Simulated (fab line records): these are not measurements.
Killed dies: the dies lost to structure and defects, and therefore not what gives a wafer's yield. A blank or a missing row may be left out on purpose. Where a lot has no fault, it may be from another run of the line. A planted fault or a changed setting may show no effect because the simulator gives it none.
One fault seen from 2 desks    flow n5 finfet    numbers are kept per desk, each desk with only its own; the story behind them comes last

== FROM THE METROLOGY DESK ==
Means of the sampled wafers that have a number, per lot and without regard to the tool the lot ran on: this is what the gauges read. If a lot's mean is further than 4 standard deviations from the usual mean, the lot is out of limits and carries the mark OUT (the distance appears in the brackets). Of its 11 readings 7 are shown: those that lie furthest out on some lot.
Columns: A = M2_THK at N5_BEOL_M2_THK_MEAS_53, usual 39.8 nm; B = DIBL_P at N5_BEOL_M4_RC_MEAS_101, usual 36.1 mV/V; C = IOFF_P at N5_BEOL_M4_RC_MEAS_101, usual 0.209 nA/um; D = ION_N at N5_BEOL_M4_RC_MEAS_101, usual 676 uA/um; E = ION_P at N5_BEOL_M4_RC_MEAS_101, usual 462 uA/um; F = VT_N at N5_BEOL_M4_RC_MEAS_101, usual 249.1 mV; G = VT_P at N5_BEOL_M4_RC_MEAS_101, usual -249.9 mV
lot   first seen here  A     B     C      D    E    F      G
L777  day 7 10:58      38.8  37.7  0.235  683  468  246.3  -247.7
L779  day 7 17:11      39.5  34.2  0.180  670  460  253.5  -251.3
L780  day 7 23:32      40.4  34.4  0.168  668  455  251.3  -254.8
L782  day 8 14:17      39.4  36.3  0.218  681  466  249.4  -248.9
L789  day 10 05:06     39.6  35.2  0.194  661  456  251.6  -250.4
L793  day 11 00:29     37.9  39.2  0.234  692  471  245.8  -250.1
Finding of this desk: none of the 6 lots has anything out of limits.

== FOR THE TOOL OWNER'S DESK: cvd co-01 ==
The tool's own readings at N5_BEOL_M2_CO_CAP_55 (material Co, precursor CCTBA/H2, target thk 2 nm, time 102.1 s): means of the sampled wafers that have a number, for each lot that ran on this tool. If a lot's mean is further than 4 standard deviations from the usual mean, the lot is out of limits and carries the mark OUT (the distance appears in the brackets).
Columns: A = heater power w at N5_BEOL_M2_CO_CAP_55, usual 255 W; B = run length s at N5_BEOL_M2_CO_CAP_55, usual 125.0 s
lot   first seen here  A    B
L777  day 7 11:02      233  124.6
L779  day 7 17:16      232  134.4 (+22) OUT
L780  day 7 23:37      218  134.6 (+23) OUT
This desk's finding: out of limits on L779, L780; first on L779, day 7 17:16 (run length s at N5_BEOL_M2_CO_CAP_55). L777: within limits.

== ALL TOGETHER ==
At day 7 17:16, on L779, L780, the tool owner's desk was in a position to raise an alarm.
Nothing out of limits was seen by the metrology desk.
The metrology desk has L779, L780 on record, within its limits.
N5_BEOL_M2_CO_CAP_55 was run on cvd co-01 by each of the lots named.

== WHAT THE SIMULATOR PUT IN ==
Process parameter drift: cvd co-01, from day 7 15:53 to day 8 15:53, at N5_BEOL_M2_CO_CAP_55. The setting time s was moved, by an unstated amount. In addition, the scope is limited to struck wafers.
Lots struck among those shown: L779, L780.
Hours from the fault's start to each desk's first reading out of limits: the tool owner's desk, 1.
